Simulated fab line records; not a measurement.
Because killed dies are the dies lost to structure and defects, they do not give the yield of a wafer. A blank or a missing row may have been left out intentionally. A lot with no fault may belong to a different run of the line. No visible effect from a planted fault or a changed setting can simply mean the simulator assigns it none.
Which tool did it? || flow n5Finfet || 9 lots, 27 wafers sampled, at 5 steps of a route of 1938

WHAT THE GAUGES SHOWED, per wafer
N5_HKMG_FIN_CD_MEAS_12 targets a cd of 92.8 nm.
{"lot": "L707", "measured": "day 4 04:26", "on": "cdSem-03", "cdNm (nm)": "93.3 94.2 93.6"}
{"lot": "L709", "measured": "day 4 15:01", "on": "cdSem-02", "cdNm (nm)": "93.6 94.1 93.6"}
{"lot": "L711", "measured": "day 5 04:57", "on": "cdSem-03", "cdNm (nm)": "93.9 93.1 93.8"}
{"lot": "L712", "measured": "day 5 12:01", "on": "cdSem-03", "cdNm (nm)": "93.3 93.1 93.6"}
{"lot": "L717", "measured": "day 6 17:41", "on": "cdSem-01", "cdNm (nm)": "93.1 92.1 92.7"}
{"lot": "L721", "measured": "day 7 16:26", "on": "cdSem-02", "cdNm (nm)": "91.9 91.5 92.8"}
{"lot": "L722", "measured": "day 8 00:25", "on": "cdSem-01", "cdNm (nm)": "91.5 91.9 92.4"}
{"lot": "L726", "measured": "day 8 19:51", "on": "cdSem-02", "cdNm (nm)": "93.4 92.9 93.0"}
{"lot": "L728", "measured": "day 9 09:06", "on": "cdSem-01", "cdNm (nm)": "92.3 92.6 92.3"}

N5_BEOL_M4_RC_MEAS_101.
{"lot": "L707", "measured": "day 7 15:10", "on": "prober-02", "DIBL_N (mV/V)": "34.6 32.9 34.0", "DIBL_P (mV/V)": "35.2 34.3 36.4", "IOFF_N (nA/um)": "0.150 0.119 0.145", "IOFF_N_85C (nA/um)": "2.9 2.4 2.8", "IOFF_N_LIN (nA/um)": "0.069 0.057 0.067", "IOFF_N_LONG (nA/um)": "5.4e-05 5.2e-05 5.2e-05", "IOFF_P (nA/um)": "0.16 0.15 0.17", "ION_N (uA/um)": "674 660 677", "ION_P (uA/um)": "449 454 459", "SS_N (mV/dec)": "71.1 70.7 71.5", "SS_P (mV/dec)": "72.6 72.5 73.4", "VT_N (mV)": "252 253 251", "VT_N_LONG (mV)": "275.1 278.2 277.3", "VT_N_LVT (mV)": "97 100 97", "VT_P (mV)": "-258 -257 -255", "VT_P_LONG (mV)": "-281 -281 -281"}
{"lot": "L709", "measured": "day 8 00:16", "on": "prober-01", "DIBL_N (mV/V)": "35.3 34.6 35.5", "DIBL_P (mV/V)": "35.9 34.8 35.3", "IOFF_N (nA/um)": "0.161 0.154 0.159", "IOFF_N_85C (nA/um)": "3.2 3.1 3.2", "IOFF_N_LIN (nA/um)": "0.075 0.073 0.073", "IOFF_N_LONG (nA/um)": "5.6e-05 5.5e-05 5.6e-05", "IOFF_P (nA/um)": "0.22 0.20 0.22", "ION_N (uA/um)": "685 675 682", "ION_P (uA/um)": "471 462 471", "SS_N (mV/dec)": "71.8 71.3 72.4", "SS_P (mV/dec)": "73.3 73.1 72.5", "VT_N (mV)": "252 250 252", "VT_N_LONG (mV)": "275.3 274.2 274.8", "VT_N_LVT (mV)": "96 97 96", "VT_P (mV)": "-248 -248 -248", "VT_P_LONG (mV)": "-275 -275 -276"}
{"lot": "L711", "measured": "day 9 07:14", "on": "prober-01", "DIBL_N (mV/V)": "36.3 35.4 36.7", "DIBL_P (mV/V)": "37.7 38.2 37.9", "IOFF_N (nA/um)": "0.161 0.152 0.165", "IOFF_N_85C (nA/um)": "3.2 3.0 3.2", "IOFF_N_LIN (nA/um)": "0.074 0.073 0.075", "IOFF_N_LONG (nA/um)": "5.4e-05 5.3e-05 5.5e-05", "IOFF_P (nA/um)": "0.19 0.20 0.19", "ION_N (uA/um)": "686 674 671", "ION_P (uA/um)": "464 463 461", "SS_N (mV/dec)": "71.5 71.5 71.0", "SS_P (mV/dec)": "72.9 72.6 73.1", "VT_N (mV)": "250 252 250", "VT_N_LONG (mV)": "274.2 275.7 276.5", "VT_N_LVT (mV)": "97 98 98", "VT_P (mV)": "-256 -254 -256", "VT_P_LONG (mV)": "-278 -279 -279"}
{"lot": "L712", "measured": "day 9 04:34", "on": "prober-01", "DIBL_N (mV/V)": "37.6 37.9 36.8", "DIBL_P (mV/V)": "36.9 37.5 35.5", "IOFF_N (nA/um)": "0.169 0.162 0.147", "IOFF_N_85C (nA/um)": "3.3 3.2 2.9", "IOFF_N_LIN (nA/um)": "0.080 0.079 0.071", "IOFF_N_LONG (nA/um)": "5.8e-05 5.6e-05 5.8e-05", "IOFF_P (nA/um)": "0.20 0.22 0.18", "ION_N (uA/um)": "693 684 675", "ION_P (uA/um)": "465 461 462", "SS_N (mV/dec)": "71.9 71.7 71.4", "SS_P (mV/dec)": "73.8 74.0 72.9", "VT_N (mV)": "245 247 251", "VT_N_LONG (mV)": "272.7 271.5 272.8", "VT_N_LVT (mV)": "95 97 99", "VT_P (mV)": "-252 -249 -254", "VT_P_LONG (mV)": "-276 -277 -276"}
{"lot": "L717", "measured": "day 10 05:30", "on": "prober-01", "DIBL_N (mV/V)": "38.0 34.9 33.6", "DIBL_P (mV/V)": "37.4 34.3 32.3", "IOFF_N (nA/um)": "0.178 0.117 0.105", "IOFF_N_85C (nA/um)": "3.4 2.4 2.2", "IOFF_N_LIN (nA/um)": "0.081 0.057 0.052", "IOFF_N_LONG (nA/um)": "5.2e-05 5e-05 5.1e-05", "IOFF_P (nA/um)": "0.21 0.17 0.14", "ION_N (uA/um)": "676 656 661", "ION_P (uA/um)": "456 454 450", "SS_N (mV/dec)": "71.5 71.0 69.8", "SS_P (mV/dec)": "73.8 73.0 72.1", "VT_N (mV)": "252 255 255", "VT_N_LONG (mV)": "277.9 278.5 276.1", "VT_N_LVT (mV)": "100 107 108", "VT_P (mV)": "-254 -252 -256", "VT_P_LONG (mV)": "-279 -280 -276"}
{"lot": "L721", "measured": "day 11 04:51", "on": "prober-01", "DIBL_N (mV/V)": "34.9 34.6 34.2", "DIBL_P (mV/V)": "35.3 34.7 35.1", "IOFF_N (nA/um)": "0.141 0.142 0.134", "IOFF_N_85C (nA/um)": "2.8 2.8 2.7", "IOFF_N_LIN (nA/um)": "0.066 0.067 0.065", "IOFF_N_LONG (nA/um)": "5.8e-05 5.9e-05 5.7e-05", "IOFF_P (nA/um)": "0.21 0.21 0.21", "ION_N (uA/um)": "672 671 673", "ION_P (uA/um)": "466 473 463", "SS_N (mV/dec)": "71.2 70.9 70.0", "SS_P (mV/dec)": "72.7 72.8 72.3", "VT_N (mV)": "251 252 249", "VT_N_LONG (mV)": "275.0 271.0 274.5", "VT_N_LVT (mV)": "100 100 99", "VT_P (mV)": "-248 -251 -251", "VT_P_LONG (mV)": "-270 -275 -271"}
{"lot": "L722", "measured": "day 11 22:08", "on": "prober-02", "DIBL_N (mV/V)": "32.9 35.7 34.3", "DIBL_P (mV/V)": "33.5 35.7 34.1", "IOFF_N (nA/um)": "0.126 0.557 0.453", "IOFF_N_85C (nA/um)": "2.6 8.8 7.5", "IOFF_N_LIN (nA/um)": "0.063 0.260 0.221", "IOFF_N_LONG (nA/um)": "5.5e-05 0.000145 0.000141", "IOFF_P (nA/um)": "0.21 0.18 0.17", "ION_N (uA/um)": "676 761 757", "ION_P (uA/um)": "472 463 460", "SS_N (mV/dec)": "70.3 71.7 71.1", "SS_P (mV/dec)": "73.4 74.5 73.3", "VT_N (mV)": "251 214 219", "VT_N_LONG (mV)": "274.6 240.3 241.6", "VT_N_LVT (mV)": "100 62 66", "VT_P (mV)": "-248 -252 -251", "VT_P_LONG (mV)": "-271 -285 -281"}
{"lot": "L726", "measured": "day 12 09:55", "on": "prober-02", "DIBL_N (mV/V)": "36.9 36.9 35.5", "DIBL_P (mV/V)": "35.4 36.1 35.7", "IOFF_N (nA/um)": "0.152 0.498 0.464", "IOFF_N_85C (nA/um)": "3.0 8.0 7.6", "IOFF_N_LIN (nA/um)": "0.070 0.226 0.226", "IOFF_N_LONG (nA/um)": "5.6e-05 0.000145 0.000146", "IOFF_P (nA/um)": "0.17 0.14 0.14", "ION_N (uA/um)": "679 748 755", "ION_P (uA/um)": "453 439 453", "SS_N (mV/dec)": "70.9 71.9 71.0", "SS_P (mV/dec)": "73.3 72.9 73.2", "VT_N (mV)": "251 219 217", "VT_N_LONG (mV)": "273.1 240.9 236.3", "VT_N_LVT (mV)": "99 66 66", "VT_P (mV)": "-255 -261 -259", "VT_P_LONG (mV)": "-273 -286 -287"}
{"lot": "L728", "measured": "day 13 02:19", "on": "prober-01", "DIBL_N (mV/V)": "38.6 37.8 38.0", "DIBL_P (mV/V)": "41.2 39.5 39.9", "IOFF_N (nA/um)": "0.200 0.181 0.183", "IOFF_N_85C (nA/um)": "3.8 3.5 3.5", "IOFF_N_LIN (nA/um)": "0.090 0.083 0.083", "IOFF_N_LONG (nA/um)": "5.6e-05 5.7e-05 5.6e-05", "IOFF_P (nA/um)": "0.27 0.24 0.25", "ION_N (uA/um)": "678 684 682", "ION_P (uA/um)": "464 462 472", "SS_N (mV/dec)": "72.5 71.2 72.0", "SS_P (mV/dec)": "74.2 73.9 74.1", "VT_N (mV)": "245 247 250", "VT_N_LONG (mV)": "273.8 273.1 272.8", "VT_N_LVT (mV)": "96 95 96", "VT_P (mV)": "-247 -249 -247", "VT_P_LONG (mV)": "-273 -272 -275"}

TOOL THAT RAN EACH LOT (tool first, then ch and the chambers of the sampled wafers, then the start)
{"lot": "L707", "N5_HKMG_FIN_STRIP_19": "plasmaAsher-02 ch 0,1, day 4 05:07", "N5_HKMG_FIN_NWFM_ALD_20": "aldMetal-01 ch 0,1,2, day 4 06:37", "N5_HKMG_FIN_ETCH_67": "rieDiel-03 ch 1,2, day 4 07:02"}
{"lot": "L709", "N5_HKMG_FIN_STRIP_19": "plasmaAsher-01 ch 0,1, day 4 16:03", "N5_HKMG_FIN_NWFM_ALD_20": "aldMetal-02 ch 2,3, day 4 17:25", "N5_HKMG_FIN_ETCH_67": "rieDiel-05 ch 0,1,3, day 4 17:50"}
{"lot": "L711", "N5_HKMG_FIN_STRIP_19": "plasmaAsher-02 ch 0,1, day 5 05:38", "N5_HKMG_FIN_NWFM_ALD_20": "aldMetal-03 ch 1,2, day 5 07:17", "N5_HKMG_FIN_ETCH_67": "rieDiel-03 ch 0,1,2, day 5 07:50"}
{"lot": "L712", "N5_HKMG_FIN_STRIP_19": "plasmaAsher-02 ch 0,1, day 5 12:42", "N5_HKMG_FIN_NWFM_ALD_20": "aldMetal-01 ch 0,1,3, day 5 14:07", "N5_HKMG_FIN_ETCH_67": "rieDiel-05 ch 1,2,3, day 5 14:33"}
{"lot": "L717", "N5_HKMG_FIN_STRIP_19": "plasmaAsher-01 ch 0,1, day 6 18:23", "N5_HKMG_FIN_NWFM_ALD_20": "aldMetal-03 ch 0,1,3, day 6 19:44", "N5_HKMG_FIN_ETCH_67": "rieDiel-03 ch 0,2,3, day 6 20:11"}
{"lot": "L721", "N5_HKMG_FIN_STRIP_19": "plasmaAsher-01 ch 0,1, day 7 17:20", "N5_HKMG_FIN_NWFM_ALD_20": "aldMetal-03 ch 1,2,3, day 7 18:42", "N5_HKMG_FIN_ETCH_67": "rieDiel-06 ch 0,3, day 7 19:09"}
{"lot": "L722", "N5_HKMG_FIN_STRIP_19": "plasmaAsher-02 ch 0,1, day 8 01:34", "N5_HKMG_FIN_NWFM_ALD_20": "aldMetal-03 ch 0,2,3, day 8 03:09", "N5_HKMG_FIN_ETCH_67": "rieDiel-06 ch 0,3, day 8 03:42"}
{"lot": "L726", "N5_HKMG_FIN_STRIP_19": "plasmaAsher-02 ch 0,1, day 8 20:32", "N5_HKMG_FIN_NWFM_ALD_20": "aldMetal-03 ch 0,1,2, day 8 21:57", "N5_HKMG_FIN_ETCH_67": "rieDiel-06 ch 2,3, day 8 22:26"}
{"lot": "L728", "N5_HKMG_FIN_STRIP_19": "plasmaAsher-01 ch 0,1, day 9 09:58", "N5_HKMG_FIN_NWFM_ALD_20": "aldMetal-02 ch 0,2,3, day 9 11:20", "N5_HKMG_FIN_ETCH_67": "rieDiel-03 ch 1,2, day 9 11:46"}
- N5_HKMG_FIN_STRIP_19: strips in N2/H2, time 360 s.
- N5_HKMG_FIN_NWFM_ALD_20: deposits TiAlC, target thk 2 nm, pulse time 3 s, purge time 2 s.
- N5_HKMG_FIN_ETCH_67: etches SOC in N2/H2, stops on TiN, target depth 388.9 nm.

AS READ BY THE TOOLS THEMSELVES (means over the sampled wafers that have a number; for cases with no such wafer, the mark the record gives instead)
N5_HKMG_FIN_STRIP_19.
{"lot": "L707", "tool": "plasmaAsher-02", "drypumpMotorCurrentA (A)": 5.37, "heaterPowerW (W)": 442}
{"lot": "L709", "tool": "plasmaAsher-01", "drypumpMotorCurrentA (A)": 5.45, "heaterPowerW (W)": 490}
{"lot": "L711", "tool": "plasmaAsher-02", "drypumpMotorCurrentA (A)": 5.37, "heaterPowerW (W)": 446}
{"lot": "L712", "tool": "plasmaAsher-02", "drypumpMotorCurrentA (A)": 5.45, "heaterPowerW (W)": 491}
{"lot": "L717", "tool": "plasmaAsher-01", "drypumpMotorCurrentA (A)": 5.31, "heaterPowerW (W)": 479}
{"lot": "L721", "tool": "plasmaAsher-01", "drypumpMotorCurrentA (A)": 5.45, "heaterPowerW (W)": 502}
{"lot": "L722", "tool": "plasmaAsher-02", "drypumpMotorCurrentA (A)": 5.38, "heaterPowerW (W)": 445}
{"lot": "L726", "tool": "plasmaAsher-02", "drypumpMotorCurrentA (A)": 5.38, "heaterPowerW (W)": 445}
{"lot": "L728", "tool": "plasmaAsher-01", "drypumpMotorCurrentA (A)": 5.44, "heaterPowerW (W)": 500}

N5_HKMG_FIN_NWFM_ALD_20.
{"lot": "L707", "tool": "aldMetal-01", "heaterPowerW (W)": 478, "precursorPulseHeightRel": 1.006}
{"lot": "L709", "tool": "aldMetal-02", "heaterPowerW (W)": 433, "precursorPulseHeightRel": 1.008}
{"lot": "L711", "tool": "aldMetal-03", "heaterPowerW (W)": 533, "precursorPulseHeightRel": 0.990}
{"lot": "L712", "tool": "aldMetal-01", "heaterPowerW (W)": 488, "precursorPulseHeightRel": 0.995}
{"lot": "L717", "tool": "aldMetal-03", "heaterPowerW (W)": 506, "precursorPulseHeightRel": 0.999}
{"lot": "L721", "tool": "aldMetal-03", "heaterPowerW (W)": 516, "precursorPulseHeightRel": 1.002}
{"lot": "L722", "tool": "aldMetal-03", "heaterPowerW (W)": 524, "precursorPulseHeightRel": 0.999}
{"lot": "L726", "tool": "aldMetal-03", "heaterPowerW (W)": 533, "precursorPulseHeightRel": 1.005}
{"lot": "L728", "tool": "aldMetal-02", "heaterPowerW (W)": 454, "precursorPulseHeightRel": 1.000}

N5_HKMG_FIN_ETCH_67.
{"lot": "L707", "tool": "rieDiel-03", "drypumpMotorCurrentA (A)": 5.9, "oesProductAu (a.u.)": 0.73, "rfVppV (V)": 239.9, "showerheadPlenumPTorr (Torr)": 2.51, "throttleValvePct (%)": 18.01}
{"lot": "L709", "tool": "rieDiel-05", "drypumpMotorCurrentA (A)": 5.4, "oesProductAu (a.u.)": 0.72, "rfVppV (V)": 240.9, "showerheadPlenumPTorr (Torr)": 2.52, "throttleValvePct (%)": 17.93}
{"lot": "L711", "tool": "rieDiel-03", "drypumpMotorCurrentA (A)": 5.9, "oesProductAu (a.u.)": 0.75, "rfVppV (V)": 240.3, "showerheadPlenumPTorr (Torr)": 2.51, "throttleValvePct (%)": 17.93}
{"lot": "L712", "tool": "rieDiel-05", "drypumpMotorCurrentA (A)": 5.4, "oesProductAu (a.u.)": 0.72, "rfVppV (V)": 241.0, "showerheadPlenumPTorr (Torr)": 2.56, "throttleValvePct (%)": 17.82}
{"lot": "L717", "tool": "rieDiel-03", "drypumpMotorCurrentA (A)": 6.0, "oesProductAu (a.u.)": 0.82, "rfVppV (V)": 239.7, "showerheadPlenumPTorr (Torr)": 2.46, "throttleValvePct (%)": 17.76}
{"lot": "L721", "tool": "rieDiel-06", "drypumpMotorCurrentA (A)": 5.9, "oesProductAu (a.u.)": 0.71, "rfVppV (V)": 239.7, "showerheadPlenumPTorr (Torr)": 2.48, "throttleValvePct (%)": 17.81}
{"lot": "L722", "tool": "rieDiel-06", "drypumpMotorCurrentA (A)": 5.5, "oesProductAu (a.u.)": 0.69, "rfVppV (V)": 241.0, "showerheadPlenumPTorr (Torr)": 2.54, "throttleValvePct (%)": 17.92}
{"lot": "L726", "tool": "rieDiel-06", "drypumpMotorCurrentA (A)": 5.9, "oesProductAu (a.u.)": 0.87, "rfVppV (V)": 241.0, "showerheadPlenumPTorr (Torr)": 2.62, "throttleValvePct (%)": 17.55}
{"lot": "L728", "tool": "rieDiel-03", "drypumpMotorCurrentA (A)": 5.9, "oesProductAu (a.u.)": 0.80, "rfVppV (V)": 239.9, "showerheadPlenumPTorr (Torr)": 2.49, "throttleValvePct (%)": 17.95}

THE ANSWER, worked out from the rows above alone
Rule: the lots themselves supply what counts as usual. The widest of any qualifying gaps counts: lots, ordered by their means at a reading, are off when they make up no more than a third of the lots, leave a main group of 4 or more, and stand apart from it by 3 or more times the standard deviation of that group's means. The tables above print the reading to a certain number of digits; a main group whose means all agree to those digits is not used. A lot without any number at a reading at which 4 lots or more have one is off too. All remaining lots with rows at the step are treated as sound. Order of review: gauges by route order, followed by the tools' own readings, for which a lot's mean as printed above is used. At the first step where some lot is off, the reading lying furthest off is the one used; lots without a number count as furthest.
Off: L722, L726, seen at N5_BEOL_M4_RC_MEAS_101 (IOFF_N_LONG). For the main group the mean is 5.5e-05 nA/um and the standard deviation 2.4e-06.
A tool fits if, at a process step before that reading, it ran every lot that is off, and no sound lot after the first of them. The gauges at N5_BEOL_M4_RC_MEAS_101 are tried like those tools. Can't be told from this: 4 tools fit, plasmaAsher-02 at N5_HKMG_FIN_STRIP_19, aldMetal-03 at N5_HKMG_FIN_NWFM_ALD_20, rieDiel-06 at N5_HKMG_FIN_ETCH_67, prober-02 at N5_BEOL_M4_RC_MEAS_101.

WHAT THE SIMULATOR PUT IN
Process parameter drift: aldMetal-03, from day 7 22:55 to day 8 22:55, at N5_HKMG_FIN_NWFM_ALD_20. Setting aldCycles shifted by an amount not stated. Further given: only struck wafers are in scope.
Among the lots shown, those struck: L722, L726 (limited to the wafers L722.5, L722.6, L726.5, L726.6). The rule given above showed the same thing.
